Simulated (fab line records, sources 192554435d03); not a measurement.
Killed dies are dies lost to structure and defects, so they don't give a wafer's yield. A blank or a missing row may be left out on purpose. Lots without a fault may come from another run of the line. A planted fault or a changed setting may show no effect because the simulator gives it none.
Which tool did it? | flow n5_finfet | 14 lots, 41 wafers sampled, at 4 steps of a route of 1938

WHAT THE GAUGES READ, wafer by wafer
N5_BEOL_M15_RS_MEAS_54: measures by four-point-probe.
lot  | measured     | on            | M15_RS (ohm/sq)
L954 | day 12 12:59 | film_metro-01 | 0.0213 0.0214 0.0214
L955 | day 13 02:04 | film_metro-02 | 0.0219 0.0218
L959 | day 13 14:48 | film_metro-02 | 0.0215 0.0218 0.0226
L958 | day 14 11:38 | film_metro-02 | 0.0218 0.0223 0.0214
L960 | day 14 18:52 | film_metro-02 | 0.0212 0.0220 0.0213
L963 | day 15 14:18 | film_metro-01 | 0.0216 0.0218 0.0218
L965 | day 16 03:44 | film_metro-01 | 0.0218 0.0215 0.0208
L967 | day 16 12:09 | film_metro-02 | 0.0221 0.0220 0.0220
L968 | day 17 03:21 | film_metro-01 | 0.0215 0.0210 0.0214
L966 | day 17 13:26 | film_metro-01 | 0.0217 0.0216 0.0216
L973 | day 18 12:04 | film_metro-02 | 0.0218 0.0215 0.0216
L974 | day 18 12:53 | film_metro-01 | 0.0216 0.0210 0.0216
L975 | day 19 00:01 | film_metro-01 | 0.0221 0.0216 0.0221
L976 | day 19 18:45 | film_metro-01 | 0.0213 0.0214 0.0216

N5_MIM_TOP_LITHO_OVL_MEAS_11.
lot  | measured     | on         | MIM_TOP_OVL (nm)
L954 | day 12 15:47 | overlay-02 | -6 -1 3
L955 | day 13 09:49 | overlay-01 | 2 9
L959 | day 13 20:13 | overlay-02 | 8 8 11
L958 | day 14 17:37 | overlay-02 | 1 -3 -5
L960 | day 14 21:40 | overlay-01 | -12 3 -6
L963 | day 15 20:37 | overlay-02 | 3 2 -5
L965 | day 16 06:20 | overlay-02 | 7 10 5
L967 | day 16 20:26 | overlay-01 | 3 1 1
L968 | day 17 08:03 | overlay-01 | 2 4 -4
L966 | day 17 16:22 | overlay-01 | -12 -7 -5
L973 | day 18 15:39 | overlay-02 | - - -
L974 | day 18 15:49 | overlay-01 | - - -
L975 | day 19 03:47 | overlay-01 | 6 5 9
L976 | day 19 23:03 | overlay-02 | -3 0 4

WHICH TOOL RAN EACH LOT (tool, then ch and the chambers of the sampled wafers, then the start)
lot  | N5_MIM_TOP_SPUTTER_03        | N5_MIM_TOP_LITHO_PEB_06
L954 | pvd_sputter-02, day 12 15:15 | litho_track-02 ch 0, day 12 15:38
L955 | pvd_sputter-03, day 13 09:24 | litho_track-01 ch 0, day 13 09:40
L959 | pvd_sputter-02, day 13 19:40 | litho_track-04 ch 0, day 13 20:03
L958 | pvd_sputter-02, day 14 17:04 | litho_track-04 ch 0, day 14 17:28
L960 | pvd_sputter-03, day 14 21:08 | litho_track-04 ch 0, day 14 21:31
L963 | pvd_sputter-03, day 15 20:12 | litho_track-04 ch 0, day 15 20:28
L965 | pvd_sputter-02, day 16 05:47 | litho_track-02 ch 0, day 16 06:11
L967 | pvd_sputter-03, day 16 19:53 | litho_track-02 ch 0, day 16 20:17
L968 | pvd_sputter-01, day 17 07:38 | litho_track-02 ch 0, day 17 07:54
L966 | pvd_sputter-01, day 17 15:57 | litho_track-04 ch 0, day 17 16:13
L973 | pvd_sputter-01, day 18 15:06 | litho_track-04, day 18 15:30
L974 | pvd_sputter-02, day 18 15:14 | litho_track-02, day 18 15:40
L975 | pvd_sputter-02, day 19 03:15 | litho_track-01 ch 0, day 19 03:38
L976 | pvd_sputter-01, day 19 22:30 | litho_track-02 ch 0, day 19 22:54
- N5_MIM_TOP_SPUTTER_03: material TiN, target thk 35 nm, time 89.7 s.
- N5_MIM_TOP_LITHO_PEB_06

WHAT THE TOOLS THEMSELVES READ (means of the sampled wafers that have a number; where no wafer has one, the mark that the record gives instead)
N5_MIM_TOP_SPUTTER_03.
lot  | tool           | substrate_temp_c (C) | throttle_valve_pct (%)
L954 | pvd_sputter-02 | 200.07               | 29.1
L955 | pvd_sputter-03 | 199.85               | 30.9
L959 | pvd_sputter-02 | 200.19               | 29.2
L958 | pvd_sputter-02 | 200.02               | 29.3
L960 | pvd_sputter-03 | 199.98               | 30.2
L963 | pvd_sputter-03 | 200.03               | 29.8
L965 | pvd_sputter-02 | 200.01               | 29.7
L967 | pvd_sputter-03 | 199.95               | 30.2
L968 | pvd_sputter-01 | 199.84               | 30.6
L966 | pvd_sputter-01 | 199.85               | 31.4
L973 | pvd_sputter-01 | 199.93               | 31.5
L974 | pvd_sputter-02 | 199.87               | 29.3
L975 | pvd_sputter-02 | 199.97               | 30.0
L976 | pvd_sputter-01 | 200.13               | 32.4

N5_MIM_TOP_LITHO_PEB_06.
lot  | tool           | exhaust_pa (Pa)
L954 | litho_track-02 | 45.1
L955 | litho_track-01 | 45.5
L959 | litho_track-04 | 45.2
L958 | litho_track-04 | 46.1
L960 | litho_track-04 | 45.7
L963 | litho_track-04 | 44.7
L965 | litho_track-02 | 46.9
L967 | litho_track-02 | 46.2
L968 | litho_track-02 | 44.2
L966 | litho_track-04 | 45.2
L973 | litho_track-04 | -
L974 | litho_track-02 | -
L975 | litho_track-01 | 44.8
L976 | litho_track-02 | 46.0

THE ANSWER, worked out from the rows above alone
Rule: what is usual is taken from the lots themselves. Put in order of their means at a reading, lots are off if they are a third of the lots or fewer, leave a main group of 4 or more, and stand apart from it by a gap of 3 or more times the standard deviation of the main group's means; of several such gaps the widest counts. A main group whose means are all the same, to the digits that the tables above print for the reading, isn't used. A lot without any number at a reading at which 4 lots or more have one is off too. The other lots that the step has rows for count as sound. The gauges are gone through in route order, then the tools' own readings, and for those a lot's mean is taken as printed above. The first step at which some lot is off is used, and at that step the reading that is off furthest; a lot without a number counts as furthest.
Off: L973, L974, at N5_MIM_TOP_LITHO_OVL_MEAS_11 (MIM_TOP_OVL). Without a number there: L973, L974. The main group: mean 1 nm, standard deviation 4.9.
A tool fits if, at a process step before that reading, it ran every lot that is off, and no sound lot after the first of them. The gauges at N5_MIM_TOP_LITHO_OVL_MEAS_11 aren't tried: what is off there is off at N5_MIM_TOP_LITHO_PEB_06 too, on other tools, and a gauge's error can't cause that. None of those tried fits.

WHAT THE SIMULATOR HAD PUT IN
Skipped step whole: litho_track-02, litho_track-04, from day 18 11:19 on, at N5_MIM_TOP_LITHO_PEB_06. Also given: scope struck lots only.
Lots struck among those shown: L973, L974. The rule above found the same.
